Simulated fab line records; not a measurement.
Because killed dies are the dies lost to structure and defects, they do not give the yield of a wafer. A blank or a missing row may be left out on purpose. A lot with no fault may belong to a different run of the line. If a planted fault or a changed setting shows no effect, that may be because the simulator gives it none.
Chamber matching + flow nand_harc + pecvd-01 running NHARC_A_STAIRCASE_DEP_151: 3 sister chambers
The step deposits SiO2, target thk 3800 nm. 18 wafers are shown with their chamber, then 9 later ones without.

WAFERS PAIRED WITH THEIR CHAMBERS
| wafer  | chamber | heater_power_w (W) |
|--------|---------|--------------------|
| L074.1 | 0       | 648                |
| L074.4 | 2       | 489                |
| L074.5 | 0       | 579                |
| L075.2 | 1       | 733                |
| L075.4 | 0       | 593                |
| L075.6 | 1       | 681                |
| L076.3 | 0       | 660                |
| L076.4 | 0       | 585                |
| L076.5 | 2       | 476                |
| L077.4 | 0       | 578                |
| L077.5 | 2       | 488                |
| L077.6 | 1       | 669                |
| L082.1 | 0       | 704                |
| L082.3 | 1       | 753                |
| L082.6 | 2       | 485                |
| L088.3 | 0       | 699                |
| L088.4 | 2       | 488                |
| L088.6 | 1       | 652                |

SIGNATURES (means of the wafers above)
| reading        | chamber 0 | chamber 1 | chamber 2 | scatter within a chamber |
|----------------|-----------|-----------|-----------|--------------------------|
| heater_power_w | 630.75    | 697.60    | 485.20    | 43                       |
Rule: for each reading, subtract the chamber's mean from the wafer's reading, divide by that reading's scatter and square the result; add these up over the readings and take the root, which gives the wafer's distance from the chamber. The wafer belongs to the nearest chamber; if the next one is less than 2 further off, it can't be placed. The scatter: take each reading less its chamber's mean, square it, sum over the shown wafers, divide by the number of wafers less the number of chambers, and take the root.

WAFERS WITHOUT THEIR CHAMBER
| wafer  | heater_power_w (W) |
|--------|--------------------|
| L090.1 | 692                |
| L090.2 | 562                |
| L090.3 | 800                |
| L092.1 | 765                |
| L092.3 | 594                |
| L092.4 | 480                |
| L095.2 | 745                |
| L095.4 | 477                |
| L095.6 | 586                |

THE CHAMBER EACH PASSED THROUGH
| wafer  | from the rows above          | in truth |
|--------|------------------------------|----------|
| L090.1 | can't be placed: 1 or 0      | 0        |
| L090.2 | can't be placed: 0 or 2 or 1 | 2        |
| L090.3 | can't be placed: 1 or 0      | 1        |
| L092.1 | can't be placed: 1 or 0      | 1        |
| L092.3 | can't be placed: 0 or 1 or 2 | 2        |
| L092.4 | 2                            | 2        |
| L095.2 | can't be placed: 1 or 0      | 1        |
| L095.4 | 2                            | 2        |
| L095.6 | can't be placed: 0 or 2 or 1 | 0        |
Placed correctly: 2 of 9. Can't be placed from these rows: 7 (the true chamber is among the candidates in 7). 0 placed wrongly.
